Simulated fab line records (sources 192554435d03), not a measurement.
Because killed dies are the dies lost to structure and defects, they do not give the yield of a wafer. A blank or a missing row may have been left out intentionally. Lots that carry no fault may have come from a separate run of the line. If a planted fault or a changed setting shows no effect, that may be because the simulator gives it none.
fab line records ; flow n5_finfet
record lots=4; wafers=12; last_day=19
route steps=1938 shown BEOL_M13@1674
lots that met no fault: from a run of the same line without faults
start_h: the number of hours between the record's first day and the start of the first shown wafer of the lot ; wait_h: time in hours since the lot's previous step ; " same as the row above ; L1.1+2: several wafers, shown together as one row ; - no value present, or no start provided ; * or withheld: withheld ; < > ~ a bound
route shown NAME@n: NAME is a module with steps in the file, n the number in the route of the first one ; usual: the fault-free wafers' mean and standard deviation ; same: alike in all rows ; chamber/n: place in a boat ; sites: per-site readings ; _std_site: the standard deviation of these ; _edge_site: mean of outer sites minus mean of inner sites ; radius_mm: for every site, how far away it sits from the centre of the wafer ; mask NAME#n: copy n ; behind: the tool/chamber that last shaped the wafer ; hold: what put the lot on hold/how long, in hours/how the hold closed ; device: the n, p or np transistor that did not switch ; end of line: the same wafers' tests at the end of the route ; for a step that has no rows: nothing shown but its recipe ; killed: dies lost to structure and defects at the first sort, not the wafer's yield ; map: per-die view of a wafer (x killed, . not killed, _ where there is no die)
set.NAME: the setting that was run; set.NAME@STEP: the one run at that earlier step ; model.NAME: the simulator's own value behind a step, which no gauge read
lots seen at some steps along the route; tables by step, rows by wafer
services: from which hour (start_h, from the record's first day; less than 0 if before it) a tool's chamber was out of use, for how many hours, and why
## steps
# step N5_BEOL_M13_VIA_ETCH_16
# recipe chemistry=C4F8/O2/Ar; target=SiOC; pressure_mtorr=30; source_w=3000; bias_w=700; Ar_flow_sccm=400; C4F8_flow_sccm=15; O2_flow_sccm=8; he_inner_torr=15; he_outer_torr=30; target_depth_a=9217; time_s=withheld; ion_energy_ev=250; ends=cleared
# step N5_BEOL_M13_STRIP_63
# recipe chemistry=N2/H2; power_w=1000; temp_c=250; h2_frac=0.65; overash_fraction=0.3; pressure_mtorr=1000; n2_flow_sccm=1750; h2_flow_sccm=3250
# step N5_BEOL_M13_STRIP_64
# recipe chemistry=N2/H2; power_w=1000; temp_c=250; h2_frac=0.65; overash_fraction=0.3; pressure_mtorr=withheld; n2_flow_sccm=1750; h2_flow_sccm=3250
# step N5_BEOL_M13_STRIP_71
# recipe chemistry=post_etch_residue_remover; time_s=60; temp_c=25; remover_ph=withheld; remover_water_wt_pct=withheld; remover_fluoride_wt_pct=withheld
# step N5_BEOL_M13_SRD_72
# recipe time_s=30; temp_c=23; rinse_liquid=diw; dry=n2_spin; spin_rpm=1500; dry_time_s=30
# step N5_BEOL_M13_COAT_65
# recipe resist=SOC; temp_c=250; time_s=60; spin_rpm=1500; resist_thk_nm=350
# step N5_BEOL_M13_COAT_66
# recipe resist=SiARC; temp_c=220; time_s=60; spin_rpm=1500; resist_thk_nm=110
# step N5_BEOL_M13_COAT_22
# recipe spin_rpm=2888; resist_thk_nm=300
# step N5_BEOL_M13_EBR_24
# recipe solvent=PGMEA; ebr_width_mm=1.5
# step N5_BEOL_M13_SOFTBAKE_23
# recipe temp_c=130; time_s=60
# step N5_BEOL_M13_EXPOSE_25
# recipe mask_id=M13; na=0.93; source_shape=conventional; sigma_outer=0.4; polarization=unpolarized; target_cd_nm=210; dose_mj=22
# step N5_BEOL_M13_PEB_26
# recipe peb_temp_c=130; peb_time_s=90
# usual plate_temp_C=129.94/0.13
lot.wafer;tool;chamber;start_h;wait_h;plate_temp_C
L748.1;litho_track-01;0;307.39;0.1;130.07
L748.3;litho_track-01;0;307.39;0.1;130.09
L748.4;litho_track-01;0;307.39;0.1;130.18
L755.3;litho_track-01;0;383.12;0.0;130.06
L755.5;litho_track-01;0;383.12;0.0;129.90
L755.6;litho_track-01;0;383.12;0.0;129.99
L756.3;litho_track-01;0;390.78;0.0;129.98
L756.4;litho_track-01;0;390.78;0.0;129.98
L756.5;litho_track-01;0;390.78;0.0;129.87
L762.2;litho_track-04;0;423.50;0.0;130.12
L762.3;litho_track-04;0;423.50;0.0;129.93
L762.6;litho_track-04;0;423.50;0.0;130.13
# step N5_BEOL_M13_DEVELOP_27
# recipe develop_time_s=45; rinse_liquid=diw; dry=air_spin; dev_temp_c=21
# step N5_BEOL_M13_HARDBAKE_32
# recipe temp_c=130; time_s=120
# step N5_BEOL_M13_CD_MEAS_28
# recipe target_cd_nm=209.5; landing_energy_ev=500; detector=se_inlens
# usual cd_nm=209.1/1
lot.wafer;tool;chamber;start_h;wait_h;cd_nm
L748.1;cd_sem-03;0;307.51;-;208.9
L748.3;cd_sem-03;0;307.51;-;208.8
L748.4;cd_sem-03;0;307.51;-;210.4
L755.3;cd_sem-03;0;383.23;-;212.1
L755.5;cd_sem-03;0;383.23;-;211.5
L755.6;cd_sem-03;0;383.23;-;212.8
L756.3;cd_sem-03;0;390.89;-;213.5
L756.4;cd_sem-03;0;390.89;-;214.4
L756.5;cd_sem-03;0;390.89;-;213.4
L762.2;cd_sem-02;0;423.61;-;209.0
L762.3;cd_sem-02;0;423.61;-;208.8
L762.6;cd_sem-02;0;423.61;-;209.4
# step N5_BEOL_M13_DESCUM_33
# recipe chemistry=O2; time_s=7.9; source_power_w=50; bias_power_w=20; pressure_mtorr=20; rf_frequency_hz=2.712e+07; temp_c=40; o2_flow_sccm=225
# usual drypump_motor_current_A=5.3/0.43; o2_flow_sccm=225.0/0.61; oes_product_au=0.77/0.083; rf_vpp_V=244.0/1.1; showerhead_plenum_p_Torr=2.15/0.041; throttle_valve_pct=20.42/0.22
lot.wafer;tool;chamber;start_h;wait_h;drypump_motor_current_A;o2_flow_sccm;oes_product_au;rf_hours_counter_h;rf_vpp_V;showerhead_plenum_p_Torr;throttle_valve_pct;model.BEOL_M13.cd_nm
L748.1;rie_diel-02;3;307.88;0.3;5.5;225.5;0.78;115;245.7;2.19;20.18;209
L748.3;rie_diel-02;1;307.88;0.3;5.0;224.4;0.73;189;243.0;2.17;20.28;208.6
L748.4;rie_diel-02;1;307.88;0.3;5.1;224.4;0.73;-;243.7;2.17;20.27;210.2
L755.3;rie_diel-01;0;383.32;0.0;5.5;225.9;0.70;207;245.1;2.16;20.36;212.2
L755.5;rie_diel-01;2;383.32;0.0;4.9;225.4;0.71;-;242.0;2.08;20.72;211.2
L755.6;rie_diel-01;3;383.32;0.0;4.6;224.6;0.70;-;244.0;2.15;20.31;213
L756.3;rie_diel-04;1;390.98;0.0;6.1;224.6;0.88;38;244.5;2.22;20.23;213.2
L756.4;rie_diel-04;0;390.98;0.0;6.1;224.4;0.87;54;245.0;2.13;20.49;214.4
L756.5;rie_diel-04;3;390.98;0.0;5.7;225.4;0.71;-;242.5;2.08;20.40;213.2
L762.2;rie_diel-02;0;423.88;0.2;5.0;224.9;0.92;13;244.2;2.14;20.25;209.2
L762.3;rie_diel-02;1;423.88;0.2;5.0;224.8;0.70;225;243.7;2.16;20.32;208.8
L762.6;rie_diel-02;3;423.88;0.2;5.5;225.2;0.75;-;244.2;2.17;20.24;209.4
# step N5_BEOL_M13_ETCH_67
# recipe chemistry=CF4; target=SiARC; target_depth_a=1430; time_s=238.3; ion_energy_ev=80; pressure_mtorr=40; source_w=545; bias_w=36; Ar_flow_sccm=100; cf4_flow_sccm=100; ends=cleared
# step N5_BEOL_M13_ETCH_68
# recipe chemistry=N2/H2; target=SOC; mask_material=SiARC; source_w=3000; bias_w=350; temp_c=40; time_s=355; ion_energy_ev=200; pressure_mtorr=30; n2_flow_sccm=200; h2_flow_sccm=200
# step N5_BEOL_M13_STRIP_69
# recipe chemistry=N2/H2; temp_c=40; n2_flow_sccm=200; h2_flow_sccm=200; rf_frequency_hz=6e+07
# step N5_BEOL_M13_TRENCH_ETCH_34
# recipe chemistry=C4F8/O2/Ar; target=SiOC; target_depth_a=4134.7; mask_material=SOC; pressure_mtorr=30; source_w=3000; bias_w=700; Ar_flow_sccm=400; C4F8_flow_sccm=15; O2_flow_sccm=8; he_inner_torr=15; he_outer_torr=30; time_s=162.6; ion_energy_ev=250
# step N5_BEOL_M13_STRIP_70
# recipe chemistry=C4F8/O2/Ar; resist=SiARC; rf_frequency_hz=6e+07
# step N5_BEOL_M13_STRIP_37
# recipe chemistry=N2/H2; power_w=1000; temp_c=250; h2_frac=0.65; overash_fraction=0.3; pressure_mtorr=withheld; n2_flow_sccm=1750; h2_flow_sccm=3250
# step N5_BEOL_M13_ETCH_38
# recipe chemistry=CF4/N2; target=SiCN; target_depth_a=675; taper_deg=2; time_s=71.9; ion_energy_ev=150; mask_material=SiO2; pressure_mtorr=40; source_w=430; bias_w=70; Ar_flow_sccm=100; cf4_flow_sccm=60; n2_flow_sccm=60
# usual drypump_motor_current_A=5.4/0.48; oes_product_au=0.78/0.09; rf_vpp_V=383.6/1.4; showerhead_plenum_p_Torr=2.26/0.05; throttle_valve_pct=15.44/0.19
lot.wafer;tool;chamber;start_h;wait_h;drypump_motor_current_A;oes_product_au;rf_hours_counter_h;rf_vpp_V;showerhead_plenum_p_Torr;throttle_valve_pct;model.BEOL_M13.cd_nm
L748.1;rie_diel-01;3;308.63;-;4.6;0.71;207;383.6;2.28;15.43;209.2
L748.3;rie_diel-01;0;308.63;-;5.5;0.73;182;383.8;2.28;15.33;208.4
L748.4;rie_diel-01;1;308.63;-;5.7;0.94;10;384.8;2.26;15.34;211.4
L755.3;rie_diel-04;3;388.49;-;5.6;0.72;202;381.5;2.19;15.42;212.8
L755.5;rie_diel-04;1;388.49;-;6.1;0.88;-;384.8;2.34;15.21;211.4
L755.6;rie_diel-04;0;388.49;-;6.1;0.87;-;383.5;2.24;15.39;214
L756.3;rie_diel-01;3;391.87;-;4.7;0.70;223;383.5;2.27;15.46;215
L756.4;rie_diel-01;2;391.87;-;5.0;0.72;215;382.3;2.18;15.70;214.8
L756.5;rie_diel-01;3;391.87;-;4.6;0.70;-;383.4;2.27;15.44;212
L762.2;rie_diel-02;1;434.15;-;5.1;0.70;228;383.9;2.27;15.39;210
L762.3;rie_diel-02;3;434.15;-;5.5;0.74;151;384.5;2.30;15.33;209.2
L762.6;rie_diel-02;2;434.15;-;4.8;0.78;-;384.3;2.30;15.90;208.4
# step N5_BEOL_M13_PRECLEAN_39
# recipe chemistry=residue_remover; time_s=60; temp_c=40
## services
tool;chamber;start_h;hours;kind
rie_diel-01;1;291.76;3.0;repair
rie_diel-02;2;294.86;20.4;repair
rie_diel-01;3;342.61;28.4;repair
rie_diel-01;-;343.93;0.2;repair
rie_diel-02;3;351.99;7.2;repair
rie_diel-02;0;359.19;-;clean
rie_diel-02;0;359.19;-;consumable_replace:focus_ring
rie_diel-02;0;359.19;22.7;scheduled_down
rie_diel-02;0;359.19;22.7;vent_cycle
rie_diel-04;2;369.75;-;clean
rie_diel-04;2;369.75;-;consumable_replace:focus_ring
rie_diel-04;2;369.75;20.7;scheduled_down
rie_diel-04;2;369.75;20.7;vent_cycle
litho_track-04;-;391.04;-;consumable_replace:filter
rie_diel-04;2;404.85;1.6;repair
rie_diel-02;2;407.57;1.4;repair
rie_diel-01;-;413.97;2.1;repair
## key
first_sign step=N5_BEOL_M13_CD_MEAS_28; reading=cd_nm; direction=up; sigmas=3.8; usual=209.1; struck=213.0
effect none on later readings
model_effect step=N5_BEOL_M13_DESCUM_33; value=BEOL_M13.cd_nm; without=209.8; struck=212.9
model_effect step=N5_BEOL_M13_ETCH_38; value=BEOL_M13.cd_nm; without=210.3; struck=213.3
met_at N5_BEOL_M13_PEB_26
struck_wafers L755.3,L755.5,L755.6,L756.3,L756.4,L756.5
onset_between 307.39 383.12
fault kind=process_parameter_drift; tool=litho_track-01; chamber=-; onset_h=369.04; steps=N5_BEOL_M13_PEB_26; channel=peb_time_s; offset=*; shape=step; end_h=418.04; acts_in=*; stated=*
